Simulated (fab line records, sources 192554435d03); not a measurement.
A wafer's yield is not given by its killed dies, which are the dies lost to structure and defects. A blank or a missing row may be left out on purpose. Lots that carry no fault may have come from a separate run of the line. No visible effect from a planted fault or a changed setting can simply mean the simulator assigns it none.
fab line records | flow n5_finfet | part 1 of 2: steps 1 to 15 of 24
[record] lots = 5 wafers = 15 last_day = 16
route steps=1938 shown BEOL_M0_CUTY@711 BEOL_M0@715
lots that met no fault: from a run of the same line without faults
start_h: start of the lot's first displayed wafer, in hours after the record's first day | wait_h: time in hours since the lot's previous step | " as in the row above | L1.1+2: several wafers, shown together as one row | - no value, or no start given | * or withheld: withheld | < > ~ a bound
route shown NAME@n: a module of which the file shows steps, and the number in the route of the first | usual: average and standard deviation across the fault-free wafers | same: alike in all rows | chamber/n: place in a boat | sites: per-site readings | _std_site: their standard deviation | _edge_site: inner sites' mean taken away from outer sites' mean | radius_mm: for every site, how far away it sits from the centre of the wafer | mask NAME#n: copy n | behind: the most recent tool/chamber to have shaped the wafer | hold: why the lot went on hold/how many hours it stayed there/how the hold came to an end | device: transistor that didn't switch, given as n, p or np | end of line: the tests these same wafers got at the end of their route | where a step has no rows: the recipe by itself | killed: not the wafer's yield, but the dies lost to structure and defects at the first sort | map: the dies of a wafer, with x for killed, . for not killed, _ for no die there
set.NAME: the run value of the setting; set.NAME@STEP: its run value at that earlier step | model.NAME: the simulator's own value behind a step, which no gauge read
a table for each step, a row for each wafer; lots at some steps of the route
services: the hour from which a tool's chamber was out of use, counted from the record's first day as start_h (under 0 if before that day), plus the number of hours and why
[[steps]]
[step N5_BEOL_M0_CUTY_DESCUM_61]
[recipe] chemistry = O2 time_s = 7.9 source_power_w = 50 bias_power_w = 20 pressure_mtorr = 20 rf_frequency_hz = 2.712e+07 temp_c = 40 resist = CAR-ArF-block o2_flow_sccm = 225
[usual] drypump_motor_current_A = 5.9/0.48 o2_flow_sccm = 225.1/0.63 oes_product_au = 0.77/0.061 rf_vpp_V = 243.5/1.1 showerhead_plenum_p_Torr = 2.12/0.052 throttle_valve_pct = 20.56/0.27
[same] time_s = 7.9
// columns lot.wafer tool chamber start_h wait_h drypump_motor_current_A o2_flow_sccm oes_product_au rf_hours_counter_h rf_vpp_V showerhead_plenum_p_Torr throttle_valve_pct
L078.2 rie_diel-02 0 145.95 0.0 6.5 224.8 0.88 46 244.5 2.20 20.32
L078.4 " 2 " " 5.1 225.1 0.73 181 242.9 2.10 20.93
L078.5 " 3 " " 5.9 224.9 0.77 - 243.5 2.11 20.73
L085.1 rie_diel-06 1 187.28 0.0 5.7 225.2 0.69 206 243.6 2.17 20.65
L085.3 " 0 " " 6.4 224.2 0.69 204 242.8 2.08 20.88
L085.6 " 1 " " 5.7 225.3 0.69 - 244.3 2.17 20.62
L087.1 rie_diel-02 3 196.25 0.8 5.9 226.0 0.74 125 243.1 2.10 20.74
L087.2 " 0 " " 6.6 224.3 0.85 60 245.7 2.20 20.36
L087.6 " 1 " " 6.3 224.4 0.70 - 242.2 2.05 20.19
L090.1 rie_diel-02 0 214.43 0.2 6.5 224.8 0.85 67 244.3 2.20 20.36
L090.3 " 3 " " 5.9 225.4 0.75 132 243.2 2.10 20.78
L090.4 " 1 " " 6.3 224.5 0.70 236 240.9 2.05 20.21
L092.2 rie_diel-02 1 226.26 0.6 6.2 224.5 0.69 239 243.2 2.05 20.21
L092.5 " 3 " " 5.9 225.4 0.74 - 243.2 2.10 20.77
L092.6 " 0 " " 6.5 225.0 0.84 - 245.2 2.19 20.37
[step N5_BEOL_M0_CUTY_ETCH_62]
[recipe] chemistry = CF4 target = SiARC mask_material = CAR-ArF-block time_s = 58.5 ion_energy_ev = 80 pressure_mtorr = 40 source_w = 545 bias_w = 36 Ar_flow_sccm = 100 cf4_flow_sccm = 100 ends = cleared
[usual] drypump_motor_current_A = 5.9/0.48 etch_rf_on_time_s = 58.0/1 oes_product_au = 0.66/0.05 rf_vpp_V = 184.4/1 showerhead_plenum_p_Torr = 2.17/0.045 throttle_valve_pct = 15.72/0.22
// columns lot.wafer tool chamber start_h wait_h drypump_motor_current_A etch_rf_on_time_s oes_product_au rf_hours_counter_h rf_vpp_V showerhead_plenum_p_Torr throttle_valve_pct
L078.2 rie_diel-02 0 145.98 0.0 6.5 57.3 0.75 46 184.8 2.25 15.53
L078.4 " 2 " " 5.1 59.9 0.61 181 184.6 2.14 16.05
L078.5 " 3 " " 5.9 57.1 0.67 - 185.2 2.15 15.90
L085.1 rie_diel-06 1 187.31 0.0 5.7 56.9 0.60 206 184.3 2.21 15.77
L085.3 " 0 " " 6.4 58.7 0.60 204 184.6 2.12 15.95
L085.6 " 1 " " 5.7 57.5 0.61 - 186.2 2.21 15.78
L087.1 rie_diel-02 3 196.29 0.0 5.9 57.8 0.66 125 184.0 2.15 15.92
L087.2 " 0 " " 6.6 57.1 0.74 60 183.6 2.25 15.56
L087.6 " 1 " " 6.2 58.7 0.60 - 184.2 2.11 15.48
L090.1 rie_diel-02 0 214.47 0.0 6.5 57.8 0.72 67 184.0 2.24 15.58
L090.3 " 3 " " 5.9 57.6 0.65 132 183.6 2.15 15.94
L090.4 " 1 " " 6.3 59.0 0.59 236 185.3 2.11 15.53
L092.2 rie_diel-02 0 226.30 0.0 6.5 57.8 0.72 71 185.4 2.24 15.56
L092.5 " 3 " " 5.8 57.4 0.65 - 183.4 2.14 15.94
L092.6 " 0 " " 6.5 57.5 0.72 - 186.0 2.24 15.58
[step N5_BEOL_M0_CUTY_ETCH_63]
[recipe] chemistry = N2/H2 target = SOC target_depth_a = 827 overetch_a = 165 mask_material = SiARC temp_c = 40 ion_energy_ev = 200 time_s = 124 pressure_mtorr = 30 source_w = 840 bias_w = 150 n2_flow_sccm = 200 h2_flow_sccm = 200
[usual] drypump_motor_current_A = 5.9/0.48 oes_product_au = 0.63/0.046 rf_vpp_V = 524.9/1.8 showerhead_plenum_p_Torr = 2.58/0.067 throttle_valve_pct = 17.94/0.2
[same] time_s = 124
// columns lot.wafer tool chamber start_h wait_h drypump_motor_current_A oes_product_au rf_hours_counter_h rf_vpp_V showerhead_plenum_p_Torr throttle_valve_pct
L078.2 rie_diel-02 0 146.03 0.0 6.6 0.71 46 527.6 2.72 17.95
L078.4 " 2 " " 5.1 0.60 181 523.9 2.52 18.13
L078.5 " 3 " " 5.9 0.63 - 524.8 2.56 18.16
L085.1 rie_diel-06 1 187.36 0.0 5.7 0.58 207 524.7 2.62 17.83
L085.3 " 0 " " 6.4 0.58 204 523.8 2.51 18.26
L085.6 " 1 " " 5.7 0.57 - 525.7 2.62 17.83
L087.1 rie_diel-02 3 196.33 0.0 5.9 0.62 125 522.6 2.55 18.18
L087.2 " 0 " " 6.6 0.69 60 528.5 2.71 17.97
L087.6 " 1 " " 6.3 0.57 - 523.4 2.52 17.72
L090.1 rie_diel-02 0 214.51 0.0 6.5 0.69 67 528.2 2.71 18.01
L090.3 " 3 " " 5.9 0.63 132 524.5 2.55 18.19
L090.4 " 1 " " 6.3 0.58 236 522.6 2.52 17.75
L092.2 rie_diel-02 1 226.34 0.0 6.3 0.57 239 523.6 2.51 17.76
L092.5 " 1 " " 6.2 0.57 - 523.0 2.51 17.75
L092.6 " 0 " " 6.6 0.69 - 527.2 2.70 18.00
[step N5_BEOL_M0_CUTY_STRIP_64]
[recipe] chemistry = N2/H2 temp_c = 40 n2_flow_sccm = 200 h2_flow_sccm = 200 rf_frequency_hz = 6e+07
// columns lot.wafer tool chamber start_h wait_h
L078.2+4+5 rie_diel-02 0,2,3 146.14 0.1
L085.1+3+6 rie_diel-06 1,0,1 187.47 0.1
L087.1+2+6 rie_diel-02 3,0,1 196.45 0.1
L090.1+3+4 rie_diel-02 0,3,1 214.63 0.1
L092.2+5+6 rie_diel-02 1,1,0 226.46 0.1
[step N5_BEOL_M0_ETCH_138]
[recipe] chemistry = CH3F/O2 target_depth_a = 120 target = SiCN time_s = 31.6 ion_energy_ev = 120 pressure_mtorr = 30 source_w = 395 bias_w = 75 Ar_flow_sccm = 150 CH3F_flow_sccm = 30 O2_flow_sccm = 20 ends = cleared
[usual] drypump_motor_current_A = 5.9/0.48 etch_rf_on_time_s = 29.0/0.85 oes_product_au = 0.65/0.05 rf_vpp_V = 297.8/1.3 showerhead_plenum_p_Torr = 2.03/0.043 throttle_valve_pct = 16.43/0.23
// columns lot.wafer tool chamber start_h wait_h drypump_motor_current_A etch_rf_on_time_s oes_product_au rf_hours_counter_h rf_vpp_V showerhead_plenum_p_Torr throttle_valve_pct
L078.2 rie_diel-02 0 146.15 0.0 6.5 28.4 0.76 46 298.5 2.11 16.23
L078.4 " 2 " " 5.1 29.1 0.62 181 296.5 2.01 16.80
L078.5 " 3 " " 5.9 28.5 0.66 - 297.5 2.01 16.60
L085.1 rie_diel-06 1 187.48 0.0 5.7 28.7 0.60 207 298.1 2.05 16.41
L085.3 " 0 " " 6.4 29.7 0.59 204 296.3 1.98 16.66
L085.6 " 1 " " 5.7 30.2 0.59 - 298.7 2.05 16.43
L087.1 rie_diel-02 3 196.46 0.0 5.9 27.7 0.65 125 297.4 2.01 16.62
L087.2 " 0 " " 6.5 28.2 0.73 60 299.6 2.10 16.24
L087.6 " 1 " " 6.3 28.4 0.60 - 296.5 1.98 16.21
L090.1 rie_diel-02 0 214.64 0.0 6.5 27.7 0.73 67 299.7 2.10 16.26
L090.3 " 3 " " 5.9 28.6 0.65 132 297.4 2.00 16.61
L090.4 " 1 " " 6.3 29.4 0.59 236 296.7 1.97 16.25
L092.2 rie_diel-02 1 226.47 0.0 6.3 29.4 0.59 239 295.9 1.97 16.24
L092.5 " 1 " " 6.3 29.3 0.59 - 296.2 1.97 16.25
L092.6 " 0 " " 6.5 30.0 0.71 - 298.8 2.10 16.30
[step N5_BEOL_M0_HM_OPEN_105]
[recipe] chemistry = Cl2/BCl3 target_depth_a = 120 target = TiN ion_energy_ev = 150 pressure_mtorr = 10 icp_w = 1000 bias_w = 126 Cl2_flow_sccm = 53.25 bcl3_flow_sccm = 21.75 Ar_flow_sccm = 25
[usual] drypump_motor_current_A = 6.1/0.39 oes_product_au = 0.84/0.056 throttle_valve_pct = 21.97/0.2
// columns lot.wafer tool chamber start_h wait_h drypump_motor_current_A oes_product_au rf_hours_counter_h throttle_valve_pct
L078.2 rie_metal-03 1 146.51 0.3 6.1 0.94 1 22.29
L078.4 " 0 " " 6.5 0.84 - 21.85
L078.5 " 1 " " 6.1 0.94 - 22.29
L085.1 rie_metal-03 0 191.76 4.2 6.5 0.84 22 21.84
L085.3 " 0 " " 6.5 0.84 - 21.85
L085.6 " 0 " " 6.5 0.83 - 21.84
L087.1 rie_metal-02 0 196.70 0.2 6.4 0.77 43 21.71
L087.2 " 1 " " 5.2 0.84 27 21.92
L087.6 " 0 " " 6.4 0.77 - 21.71
L090.1 rie_metal-03 0 217.41 2.7 6.5 0.83 25 21.84
L090.3 " 1 " " 6.2 0.90 - 22.30
L090.4 " 0 " " 6.5 0.83 - 21.86
L092.2 rie_metal-01 0 226.61 0.1 5.8 0.78 46 21.86
L092.5 " 0 " " 5.8 0.78 - 21.87
L092.6 " 1 " " 5.8 0.78 - 21.94
[step N5_BEOL_M0_STRIP_140]
[recipe] chemistry = CF4 resist = SiARC power_w = 300 bias_power_w = 75 pressure_mtorr = 50 cf4_flow_sccm = 150 rf_frequency_hz = 6e+07
[usual] drypump_motor_current_A = 5.8/0.46 oes_product_au = 0.75/0.055 rf_vpp_V = 271.7/1.5 showerhead_plenum_p_Torr = 1.82/0.038 throttle_valve_pct = 13.67/0.2
// columns lot.wafer tool chamber start_h wait_h drypump_motor_current_A oes_product_au rf_hours_counter_h rf_vpp_V showerhead_plenum_p_Torr throttle_valve_pct
L078.2 rie_diel-02 1 146.85 0.3 6.3 0.71 216 271.9 1.77 13.47
L078.4 " 2 " " 5.1 0.71 182 271.2 1.79 13.97
L078.5 " 0 " " 6.5 0.85 - 273.6 1.89 13.48
L085.1 rie_diel-02 3 192.15 0.3 5.9 0.75 123 270.5 1.80 13.88
L085.3 " 1 " " 6.3 0.70 226 271.9 1.77 13.50
L085.6 " 3 " " 5.9 0.75 - 269.0 1.80 13.86
L087.1 rie_diel-06 0 196.91 0.2 6.4 0.69 209 271.9 1.78 13.97
L087.2 " 1 " " 5.7 0.69 210 272.5 1.86 13.82
L087.6 " 2 " " 5.5 0.76 - 271.0 1.80 13.52
L090.1 rie_diel-02 3 217.58 0.1 5.9 0.75 133 269.5 1.80 13.89
L090.3 " 0 " " 6.5 0.83 68 274.8 1.88 13.54
L090.4 " 1 " " 6.3 0.69 236 271.2 1.76 13.50
L092.2 rie_diel-06 1 226.78 0.1 5.7 0.68 223 271.5 1.86 13.85
L092.5 " 1 " " 5.7 0.68 - 270.8 1.86 13.84
L092.6 " 2 " " 5.5 0.76 - 270.7 1.80 13.53
[step N5_BEOL_M0_STRIP_104]
[recipe] chemistry = N2/H2 power_w = 450 temp_c = 40 pressure_mtorr = 20 rf_frequency_hz = 6e+07 overash_fraction = 0.3 bias_power_w = 7 h2_frac = 0.5 n2_flow_sccm = 200 h2_flow_sccm = 200
[usual] drypump_motor_current_A = 5.8/0.47 oes_product_au = 0.76/0.061 rf_vpp_V = 59.2/1.6 showerhead_plenum_p_Torr = 2.57/0.06 throttle_valve_pct = 23.74/0.27
// columns lot.wafer tool chamber start_h wait_h drypump_motor_current_A oes_product_au rf_hours_counter_h rf_vpp_V showerhead_plenum_p_Torr throttle_valve_pct
L078.2 rie_diel-02 1 146.87 0.0 6.3 0.71 216 59.5 2.52 23.52
L078.4 " 2 " " 5.1 0.73 182 58.1 2.52 23.89
L078.5 " 0 " " 6.6 0.87 - 59.0 2.71 23.84
L085.1 rie_diel-02 3 192.17 0.0 5.9 0.76 123 60.8 2.55 24.05
L085.3 " 1 " " 6.3 0.69 226 58.0 2.52 23.54
L085.6 " 3 " " 5.9 0.76 - 63.3 2.55 24.01
L087.1 rie_diel-06 0 196.93 0.0 6.4 0.70 209 57.9 2.51 24.28
L087.2 " 1 " " 5.7 0.69 210 58.8 2.61 23.50
L087.6 " 2 " " 5.5 0.78 - 60.1 2.55 23.55
L090.1 rie_diel-02 3 217.60 0.0 5.9 0.76 133 59.4 2.54 24.04
L090.3 " 0 " " 6.5 0.85 68 58.9 2.70 23.87
L090.4 " 1 " " 6.3 0.69 236 57.3 2.51 23.58
L092.2 rie_diel-06 1 226.80 0.0 5.7 0.68 223 58.4 2.61 23.56
L092.5 " 1 " " 5.7 0.68 - 62.5 2.61 23.51
L092.6 " 2 " " 5.5 0.76 - 56.9 2.55 23.58
[step N5_BEOL_M0_WET_ETCH_106]
[recipe] chemistry = DHF dilution = 10:1 temp_c = 25 target = SiO2 target_depth_a = 1300 dry = ipa_marangoni rinse_time_s = 30 rinse_temp_c = 23
// columns lot.wafer tool chamber start_h wait_h
L078.2+4+5 wet_bench-03 4,3,6 146.94 -
L085.1+3+6 wet_bench-02 4,5,1 192.24 -
L087.1+2+6 wet_bench-06 3,5,2 197.00 -
L090.1+3+4 wet_bench-02 7,5,6 217.67 -
L092.2+5+6 wet_bench-02 0,4,7 226.97 -
[step N5_BEOL_M0_ETCH_128]
[recipe] chemistry = CF4/N2 target_depth_a = 120 overetch_a = 51 target = SiCN time_s = 21.4 ion_energy_ev = 150 pressure_mtorr = 40 source_w = 430 bias_w = 70 Ar_flow_sccm = 100 cf4_flow_sccm = 60 n2_flow_sccm = 60
[usual] drypump_motor_current_A = 5.7/0.49 oes_product_au = 0.53/0.037 rf_vpp_V = 383.2/1.5 showerhead_plenum_p_Torr = 2.24/0.047 throttle_valve_pct = 15.50/0.22
[same] time_s = 21.4
// columns lot.wafer tool chamber start_h wait_h drypump_motor_current_A oes_product_au rf_hours_counter_h rf_vpp_V showerhead_plenum_p_Torr throttle_valve_pct
L078.2 rie_diel-02 0 147.69 0.7 6.5 0.60 47 386.2 2.33 15.39
L078.4 " 2 " " 5.1 0.50 182 383.5 2.20 15.86
L078.5 " 3 " " 5.9 0.53 - 383.7 2.22 15.71
L085.1 rie_diel-02 0 192.58 0.3 6.5 0.58 58 384.4 2.32 15.40
L085.3 " 2 " " 5.1 0.50 192 381.9 2.20 15.87
L085.6 " 1 " " 6.3 0.49 - 380.8 2.18 15.34
L087.1 rie_diel-02 0 197.11 0.1 6.5 0.58 60 384.4 2.32 15.41
L087.2 " 3 " " 5.9 0.52 125 381.2 2.22 15.75
L087.6 " 1 " " 6.3 0.48 - 382.3 2.18 15.33
L090.1 rie_diel-02 2 217.73 0.0 5.1 0.48 201 382.4 2.20 15.90
L090.3 " 3 " " 5.9 0.51 133 383.3 2.21 15.74
L090.4 " 0 " " 6.5 0.58 68 385.8 2.32 15.42
L092.2 rie_diel-06 3 227.03 0.0 5.7 0.56 104 383.8 2.23 15.56
L092.5 " 1 " " 5.7 0.47 - 382.7 2.27 15.61
L092.6 " 0 " " 6.4 0.48 - 380.7 2.18 15.79
[step N5_BEOL_M0_TRENCH_ETCH_107]
[recipe] chemistry = C4F6/O2 target_depth_a = 328 target = SiOC time_s = 16.4 ion_energy_ev = 250 pressure_mtorr = 30 source_w = 355 bias_w = 185 Ar_flow_sccm = 300 C4F6_flow_sccm = 10 O2_flow_sccm = 10
[usual] drypump_motor_current_A = 5.7/0.5 oes_f_703_au = 0.78/0.058 oes_product_au = 0.77/0.056 rf_vpp_V = 662/15 showerhead_plenum_p_Torr = 2.90/0.055 throttle_valve_pct = 20.95/0.28
[same] time_s = 16.4
// columns lot.wafer tool chamber start_h wait_h drypump_motor_current_A oes_f_703_au oes_product_au rf_hours_counter_h rf_vpp_V showerhead_plenum_p_Torr throttle_valve_pct
L078.2 rie_diel-02 0 147.73 0.0 6.5 0.89 0.88 47 658 2.99 20.76
L078.4 " 2 " " 5.1 0.72 0.73 182 651 2.86 21.39
L078.5 " 3 " " 5.9 0.81 0.77 - 633 2.86 21.16
L085.1 rie_diel-02 0 192.62 0.0 6.5 0.86 0.85 58 658 2.98 20.80
L085.3 " 2 " " 5.1 0.72 0.71 192 652 2.85 21.41
L085.6 " 1 " " 6.2 0.70 0.70 - 659 2.82 20.73
L087.1 rie_diel-02 0 197.16 0.0 6.5 0.86 0.85 60 658 2.98 20.82
L087.2 " 3 " " 5.9 0.79 0.75 125 633 2.85 21.18
L087.6 " 1 " " 6.3 0.70 0.69 - 658 2.82 20.73
L090.1 rie_diel-02 2 217.77 0.0 5.1 0.71 0.71 201 652 2.85 21.43
L090.3 " 3 " " 5.9 0.79 0.74 133 634 2.85 21.19
L090.4 " 0 " " 6.6 0.86 0.84 68 659 2.98 20.82
L092.2 rie_diel-06 3 227.07 0.0 5.7 0.81 0.82 104 673 2.89 21.14
L092.5 " 1 " " 5.7 0.71 0.69 - 659 2.91 20.92
L092.6 " 0 " " 6.4 0.71 0.68 - 645 2.81 21.25
[step N5_BEOL_M0_STRIP_142]
[recipe] chemistry = N2/H2 time_s = 10 power_w = 450 temp_c = 40 pressure_mtorr = 20 rf_frequency_hz = 6e+07 bias_power_w = 7 n2_flow_sccm = 200 h2_flow_sccm = 200
[usual] drypump_motor_current_A = 5.7/0.49 oes_product_au = 0.77/0.057 rf_vpp_V = 59.3/0.8 showerhead_plenum_p_Torr = 2.58/0.063 throttle_valve_pct = 23.70/0.26
[same] time_s = 10
// columns lot.wafer tool chamber start_h wait_h drypump_motor_current_A oes_product_au rf_hours_counter_h rf_vpp_V showerhead_plenum_p_Torr throttle_valve_pct
L078.2 rie_diel-02 0 147.76 0.0 6.5 0.88 47 59.4 2.71 23.85
L078.4 " 2 " " 5.1 0.72 182 60.8 2.52 23.89
L078.5 " 3 " " 5.9 0.76 - 59.1 2.55 23.99
L085.1 rie_diel-02 0 192.65 0.0 6.5 0.86 58 60.2 2.71 23.86
L085.3 " 2 " " 5.1 0.72 192 60.2 2.51 23.91
L085.6 " 1 " " 6.3 0.70 - 58.7 2.52 23.53
L087.1 rie_diel-02 0 197.18 0.0 6.5 0.87 60 59.8 2.71 23.86
L087.2 " 3 " " 5.9 0.76 125 60.2 2.55 23.99
L087.6 " 1 " " 6.3 0.70 - 59.0 2.51 23.57
L090.1 rie_diel-02 2 217.79 0.0 5.1 0.71 201 58.5 2.51 23.91
L090.3 " 3 " " 5.9 0.75 133 58.8 2.55 24.01
L090.4 " 0 " " 6.5 0.85 68 60.7 2.70 23.86
L092.2 rie_diel-06 3 227.10 0.0 5.7 0.81 104 60.1 2.55 23.82
L092.5 " 1 " " 5.7 0.68 - 59.3 2.61 23.49
L092.6 " 0 " " 6.4 0.69 - 58.4 2.50 24.31
[step N5_BEOL_M0_OCD_MEAS_108]
[usual] trench_depth_nm = 32.7/0.62
// columns lot.wafer tool chamber start_h wait_h trench_depth_nm
L078.2 ocd-02 - 147.84 0.1 33.8
L078.4 " - " " 32.4
L078.5 " - " " 32.9
L085.1 ocd-02 - 192.73 0.1 33.3
L085.3 " - " " 31.8
L085.6 " - " " 32.4
L087.1 ocd-01 - 197.26 0.1 33.3
L087.2 " - " " 32.5
L087.6 " - " " 31.7
L090.1 ocd-01 - 217.87 0.1 32.4
L090.3 " - " " 32.4
L090.4 " - " " 32.2
L092.2 ocd-01 - 227.18 0.1 33.0
L092.5 " - " " 32.9
L092.6 " - " " 32.7
[step N5_BEOL_M0_HM_STRIP_129]
[recipe] chemistry = peroxide_tin_strip material = TiN target_depth_a = 170 temp_c = 50 time_s = 108
[usual] bath_guard_temp_C = 50.2/0.44
[same] time_s = 108
// columns lot.wafer tool chamber start_h wait_h bath_guard_temp_C
L078.2 wet_bench-06 2 147.87 0.0 51.1
L078.4 " 6 " " 50.3
L078.5 " 7 " " 49.6
L085.1 wet_bench-06 6 192.76 0.0 50.0
L085.3 " 0 " " 50.7
L085.6 " 1 " " 50.5
L087.1 wet_bench-06 5 197.29 0.0 49.3
L087.2 " 2 " " 50.6
L087.6 " 1 " " 50.7
L090.1 wet_bench-06 3 217.91 0.0 50.4
L090.3 " 2 " " 50.5
L090.4 " 4 " " 49.9
L092.2 wet_bench-02 1 227.21 0.0 50.2
L092.5 " 6 " " 50.1
L092.6 " 0 " " 50.8
[step N5_BEOL_M0_SRD_130]
[recipe] time_s = 30 temp_c = 23 rinse_liquid = diw dry = ipa_marangoni
[same] time_s = 30
// columns lot.wafer tool chamber start_h wait_h
L078.2+4+5 wet_bench-06 2,6,7 147.90 0.0
L085.1+3+6 wet_bench-06 6,0,1 192.79 0.0
L087.1+2+6 wet_bench-06 5,2,1 197.32 0.0
L090.1+3+4 wet_bench-06 3,2,4 217.94 0.0
L092.2+5+6 wet_bench-02 1,6,0 227.24 0.0
